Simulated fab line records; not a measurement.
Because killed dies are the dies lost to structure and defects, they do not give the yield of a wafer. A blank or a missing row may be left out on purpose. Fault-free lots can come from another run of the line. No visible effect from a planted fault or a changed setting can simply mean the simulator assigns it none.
fab line records | flow nand-harc | part 2 of 2: steps 23 to 33 of 33
record lots=5 | wafers=15 | last-day=33
route steps=1302 shown A_STAIRCASE@885 A_SGD_CUT@890
lots that met no fault: from a run of the same line without faults
start-h: start of the lot's first displayed wafer, in hours after the record's first day | wait-h: how many hours have passed since the lot's step before this one | " the same as in the row above | L1.1+2: several wafers, shown together as one row | - no value present, or no start provided | * or withheld: withheld | < > ~ a bound
route shown NAME@n: a module of which the file shows steps, and the number in the route of the first | usual: the fault-free wafers' mean and standard deviation | same: alike in all rows | chamber/n: place in a boat | sites: the reading at each site | _std_site: the values' standard deviation | _edge_site: inner sites' mean taken away from outer sites' mean | radius-mm: for every site, how far away it sits from the centre of the wafer | mask NAME#n: copy n | behind: the tool/chamber that last shaped the wafer | hold: the reason the lot was held/the length of the hold in hours/how it ended | device: the transistor (n, p or np) that didn't switch | end of line: tests run on the same wafers once the route is complete | a step given without rows: its recipe and nothing more | killed: the dies lost at the first sort to structure and to defects; this is not the yield of the wafer | map: dies across one wafer; x = killed, . = not, _ = none there
set.NAME: the setting that was run; set.NAME@STEP: the one run at that earlier step | model.NAME: the simulator's own value behind a step, which no gauge read
lots at some steps of the route; a table a step, a row a wafer
services: when a tool's chamber went out of use (start-h, in hours from the record's first day, below 0 if earlier), for how many hours, and the reason
## steps
# step NHARC_A_SGD_CUT_ETCH_16
# recipe target-depth-a=3105 | time-s=155.2 | c4f8-flow-sccm=withheld | o2-flow-sccm=8 | ar-flow-sccm=withheld | rf-w=600 | bias-w=800 | chemistry=C4F8/O2/Ar
# usual oes-product-au=0.968/0.015 | rf-vpp-V=722/5
lot.wafer | tool        | chamber | start-h | wait-h | oes-product-au | rf-hours-counter-h | rf-vpp-V
L078.2    | rie-diel-09 | 2       | -       | -      | 0.953          | 7                  | 727
L078.3    | "           | 0       | "       | "      | 0.966          | 6                  | 716
L078.5    | "           | 2       | "       | "      | 0.952          | -                  | 728
L085.1    | rie-diel-09 | 0       | -       | -      | 0.964          | 2                  | 716
L085.5    | "           | 3       | "       | "      | 0.970          | -                  | 730
L085.4    | "           | 0       | "       | "      | 0.970          | -                  | 717
L088.3    | rie-diel-12 | 0       | -       | -      | 0.978          | 12                 | 721
L088.2    | "           | 1       | "       | "      | 0.961          | 13                 | 721
L088.6    | "           | 2       | "       | "      | 0.971          | -                  | 719
L091.1    | rie-diel-12 | 2       | -       | -      | 0.971          | 12                 | 719
L091.2    | "           | 0       | "       | "      | 0.968          | 14                 | 720
L091.5    | "           | 0       | "       | "      | 0.973          | -                  | 720
L096.4    | rie-diel-12 | 3       | -       | -      | 0.971          | 2                  | 715
L096.5    | "           | 0       | "       | "      | 0.968          | -                  | 720
L096.6    | "           | 1       | "       | "      | 0.960          | -                  | 721
# step NHARC_A_SGD_CUT_STRIP_60
# recipe c4f8-flow-sccm=withheld | o2-flow-sccm=8 | ar-flow-sccm=withheld | bias-w=0 | chemistry=C4F8/O2/Ar
lot.wafer  | tool        | chamber | start-h | wait-h
L078.2+3+5 | rie-diel-09 | 2,0,2   | -       | -
L085.1+5+4 | rie-diel-09 | 3,2,0   | -       | -
L088.3+2+6 | rie-diel-12 | 2,3,3   | -       | -
L091.1+2+5 | rie-diel-12 | 2,0,0   | -       | -
L096.4+5+6 | rie-diel-12 | 1,2,3   | -       | -
# step NHARC_A_SGD_CUT_STRIP_17
# recipe o2-flow-sccm=500 | ar-flow-sccm=0 | bias-w=0 | chemistry=O2
# usual drypump-motor-current-A=5.9/0.45 | o2-flow-sccm=500.0/1.3 | oes-product-au=1.001/0.0077 | rf-vpp-V=57.8/0.88 | showerhead-plenum-p-Torr=3.50/0.17 | throttle-valve-pct=17.037/0.0095
lot.wafer | tool        | chamber | start-h | wait-h | drypump-motor-current-A | o2-flow-sccm | oes-product-au | rf-hours-counter-h | rf-vpp-V | showerhead-plenum-p-Torr | throttle-valve-pct
L078.3    | rie-diel-09 | 3       | -       | -      | 6.2                     | 499.1        | 0.993          | 6                  | 58.5     | 3.78                     | 17.041
L078.2    | "           | 0       | "       | "      | 5.6                     | 500.2        | 0.993          | 6                  | 57.9     | 3.30                     | 17.033
L078.5    | "           | 2       | "       | "      | 5.6                     | 501.1        | 0.986          | -                  | 57.3     | 3.66                     | 17.021
L085.1    | rie-diel-09 | 0       | -       | -      | 5.5                     | 499.4        | 1.020          | 2                  | 58.2     | 3.30                     | 17.028
L085.5    | "           | 0       | "       | "      | 5.6                     | 500.6        | 0.999          | -                  | 57.6     | 3.30                     | 17.031
L085.4    | "           | 2       | "       | "      | 5.6                     | 499.0        | 1.009          | -                  | 55.9     | 3.65                     | 17.030
L088.3    | rie-diel-12 | 1       | -       | -      | 6.6                     | 498.3        | 1.008          | 13                 | 58.6     | 3.49                     | 17.034
L088.2    | "           | 3       | "       | "      | 5.1                     | 499.7        | 0.997          | 13                 | 56.5     | 3.28                     | 17.061
L088.6    | "           | 2       | "       | "      | 5.2                     | 503.3        | 0.986          | -                  | 58.2     | 3.38                     | 17.051
L091.1    | rie-diel-12 | 0       | -       | -      | 6.0                     | 501.7        | 1.000          | 14                 | 57.6     | 3.43                     | 17.051
L091.2    | "           | 2       | "       | "      | 5.2                     | 499.8        | 0.996          | 12                 | 59.3     | 3.38                     | 17.040
L091.5    | "           | 1       | "       | "      | 6.5                     | 500.1        | 1.008          | -                  | 58.2     | 3.49                     | 17.023
L096.4    | rie-diel-12 | 3       | -       | -      | 5.1                     | 499.8        | 0.999          | 2                  | 56.8     | 3.28                     | 17.018
L096.5    | "           | 1       | "       | "      | 6.6                     | 498.5        | 1.009          | -                  | 58.2     | 3.49                     | 17.058
L096.6    | "           | 2       | "       | "      | 5.2                     | 499.9        | 0.997          | -                  | 57.2     | 3.38                     | 17.031
# step NHARC_A_SGD_CUT_PRECLEAN_18
# recipe time-s=* | temp-c=50 | bath-age-min=0 | chemistry=SC1
# usual bath-guard-temp-C=50.0/0.47 | bath-heat-duty-pct=7.1/0.84
lot.wafer | tool         | chamber | start-h | wait-h | bath-guard-temp-C | bath-heat-duty-pct
L078.2    | wet-bench-05 | 5       | 466.82  | -      | 49.4              | 6.3
L078.5    | "            | 6       | "       | "      | 49.4              | 7.3
L078.3    | "            | 0       | "       | "      | 50.2              | 8.4
L085.5    | wet-bench-09 | 5       | 544.01  | -      | 49.9              | 6.1
L085.1    | "            | 6       | "       | "      | 50.1              | 9.2
L085.4    | "            | 0       | "       | "      | 49.6              | 6.4
L088.3    | wet-bench-09 | 0       | 581.49  | -      | 49.7              | 6.4
L088.2    | "            | 1       | "       | "      | 49.5              | 6.9
L088.6    | "            | 4       | "       | "      | 49.6              | 7.2
L091.1    | wet-bench-05 | 0       | 608.94  | -      | 50.5              | 8.3
L091.2    | "            | 1       | "       | "      | 50.5              | 7.1
L091.5    | "            | 3       | "       | "      | 50.5              | 7.2
L096.6    | wet-bench-05 | 1       | 654.27  | -      | 50.2              | 7.0
L096.5    | "            | 3       | "       | "      | 50.2              | 7.5
L096.4    | "            | 5       | "       | "      | 49.5              | 6.6
# step NHARC_A_SGD_CUT_SRD_19
lot.wafer  | tool         | chamber | start-h | wait-h
L078.2+5+3 | wet-bench-05 | 5,6,0   | -       | -
L085.5+1+4 | wet-bench-09 | 5,6,0   | -       | -
L088.3+2+6 | wet-bench-09 | 0,1,4   | -       | -
L091.1+2+5 | wet-bench-05 | 0,1,3   | -       | -
L096.6+5+4 | wet-bench-05 | 1,3,5   | 654.33  | 0.1
# step NHARC_A_SGD_CUT_DEP_20
# recipe target-thk-a=1500 | temp-c=65 | material=SiO2
lot.wafer  | tool    | chamber | start-h | wait-h
L078.2+3+5 | fcvd-01 | 0       | 466.98  | -
L085.1+4+5 | fcvd-02 | 0,1,0   | 544.15  | -
L088.2+3+6 | fcvd-02 | 1,0,1   | 581.66  | -
L091.1+2+5 | fcvd-01 | 0,1,0   | 609.08  | -
L096.4+5+6 | fcvd-01 | 1,1,0   | 654.50  | 0.2
# step NHARC_A_SGD_CUT_ANNEAL_27
# recipe temp-c=450 | time-s=1800
# usual tube_center_temp_C_max=451.13/0.18
lot.wafer | tool       | chamber | start-h | wait-h | tube_center_temp_C_max
L078.2    | furnace-07 | 0       | 470.01  | 3.0    | 451.62
L078.3    | "          | 0       | "       | "      | 451.19
L078.5    | "          | 0       | "       | "      | 451.33
L085.1    | furnace-08 | 0       | 547.87  | 3.7    | 450.88
L085.4    | "          | 0       | "       | "      | 451.09
L085.5    | "          | 0       | "       | "      | 451.29
L088.2    | furnace-07 | 0       | 586.66  | 5.0    | 451.29
L088.3    | "          | 0       | "       | "      | 451.01
L088.6    | "          | 0       | "       | "      | 451.03
L091.1    | furnace-06 | 0       | 614.32  | 5.2    | 451.05
L091.2    | "          | 0       | "       | "      | 451.13
L091.5    | "          | 0       | "       | "      | 451.28
L096.4    | furnace-08 | 0       | 658.02  | 3.5    | 451.10
L096.5    | "          | 0       | "       | "      | 451.12
L096.6    | "          | 0       | "       | "      | 451.26
# step NHARC_A_SGD_CUT_CMP_21
# recipe target-thk-nm=148.19
# usual motor-current-A=12.2/0.9 | slurry-flow-ml-min=150.0/0.52 | time-to-endpoint-s=50.6/2.1
lot.wafer | tool   | chamber | start-h | wait-h | motor-current-A | slurry-flow-ml-min | time-to-endpoint-s
L078.2    | cmp-04 | 0       | 471.48  | 0.4    | 12.3            | 149.9              | 49.8
L078.3    | "      | 1       | "       | "      | 12.2            | 150.1              | 53.4
L078.5    | "      | 3       | "       | "      | 11.7            | 149.4              | 54.1
L085.4    | cmp-02 | 0       | 549.32  | 0.4    | 12.9            | 149.8              | 49.7
L085.1    | "      | 2       | "       | "      | 11.2            | 150.5              | 47.3
L085.5    | "      | 1       | "       | "      | 11.1            | 149.6              | 48.9
L088.2    | cmp-02 | 1       | 588.12  | 0.4    | 11.4            | 149.8              | 51.9
L088.3    | "      | 3       | "       | "      | 11.8            | 150.8              | 49.8
L088.6    | "      | 1       | "       | "      | 10.8            | 150.3              | 49.6
L091.1    | cmp-01 | 3       | 615.77  | 0.4    | 12.7            | 150.1              | 53.4
L091.2    | "      | 0       | "       | "      | 13.8            | 149.6              | 53.4
L091.5    | "      | 0       | "       | "      | 13.2            | 149.3              | 51.9
L096.4    | cmp-01 | 2       | 659.54  | 0.4    | 12.7            | 149.9              | 52.4
L096.6    | "      | 3       | "       | "      | 12.4            | 149.9              | 51.0
L096.5    | "      | 0       | "       | "      | 13.8            | 150.1              | 52.2
# step NHARC_A_SGD_CUT_THK_MEAS_22
# recipe thk-meas-gauge=ellipsometry
# usual thk-nm=147.9/1.4
lot.wafer | tool          | chamber | start-h | wait-h | thk-nm
L078.2    | film-metro-01 | -       | 471.71  | 0.2    | 146.8
L078.3    | "             | -       | "       | "      | 148.1
L078.5    | "             | -       | "       | "      | 148.8
L085.1    | film-metro-01 | -       | 549.57  | 0.2    | 148.9
L085.4    | "             | -       | "       | "      | 146.0
L085.5    | "             | -       | "       | "      | 144.0
L088.2    | film-metro-02 | -       | 588.37  | 0.2    | 145.3
L088.3    | "             | -       | "       | "      | 147.2
L088.6    | "             | -       | "       | "      | 145.1
L091.1    | film-metro-02 | -       | 616.03  | 0.2    | 149.2
L091.2    | "             | -       | "       | "      | 148.1
L091.5    | "             | -       | "       | "      | 148.5
L096.4    | film-metro-01 | -       | 659.73  | 0.2    | 148.8
L096.5    | "             | -       | "       | "      | 149.1
L096.6    | "             | -       | "       | "      | 148.1
# step NHARC_A_SGD_CUT_SRD_23
lot.wafer  | tool         | chamber | start-h | wait-h
L078.5+3+2 | wet-bench-07 | 5,6,1   | 471.76  | 0.0
L085.1+4+5 | wet-bench-09 | 1,2,5   | 549.61  | 0.0
L088.3+6+2 | wet-bench-05 | 6,7,1   | 588.41  | 0.0
L091.5+2+1 | wet-bench-07 | 0,2,3   | 616.08  | 0.0
L096.5+4+6 | wet-bench-05 | 1,2,3   | 659.76  | 0.0
# step NHARC_A_SGD_CUT_ETCH_26
# recipe target-depth-a=458 | chemistry=dHF | material=SiO2
lot.wafer  | tool         | chamber | start-h | wait-h
L078.5+3+2 | wet-bench-07 | 5,6,1   | 471.78  | 0.0
L085.1+4+5 | wet-bench-09 | 1,2,5   | 549.64  | 0.0
L088.3+6+2 | wet-bench-05 | 6,7,1   | 588.44  | 0.0
L091.5+2+1 | wet-bench-07 | 0,2,3   | 616.10  | 0.0
L096.5+4+6 | wet-bench-05 | 1,2,3   | 659.79  | 0.0
## services
tool            | chamber | start-h | hours | kind
arfi-scanner-01 | -       | 440.99  | 1.4   | repair
rie-diel-12     | -       | 445.40  | 9.0   | pm
cmp-01          | -       | 451.82  | 1.5   | repair
cmp-02          | -       | 485.16  | 0.5   | repair
rie-diel-12     | 2       | 490.35  | 33.6  | repair
cmp-02          | -       | 490.92  | 0.9   | repair
pecvd-01        | -       | 492.25  | 13.0  | pm
rie-diel-09     | -       | 497.19  | 9.0   | pm
litho-track-01  | -       | 505.00  | 7.0   | pm
wet-bench-07    | -       | 512.00  | 8.0   | pm
pecvd-01        | -       | 522.38  | 0.6   | repair
cmp-02          | -       | 526.58  | 4.0   | pm
wet-bench-09    | -       | 528.84  | 8.0   | pm
litho-track-06  | -       | 529.00  | 7.0   | pm
rie-diel-09     | 1       | 542.39  | 13.8  | repair
litho-track-04  | -       | 553.00  | 7.0   | pm
wet-bench-03    | -       | 562.40  | 8.0   | pm
cmp-02          | -       | 578.83  | 1.8   | repair
rie-diel-12     | 3       | 601.11  | 15.8  | repair
cmp-02          | -       | 607.43  | 3.9   | repair
wet-bench-05    | -       | 612.80  | 8.0   | pm
pecvd-01        | 1       | 620.90  | 18.4  | repair
rie-diel-12     | -       | 622.40  | 9.0   | pm
cmp-02          | -       | 624.58  | 4.0   | pm
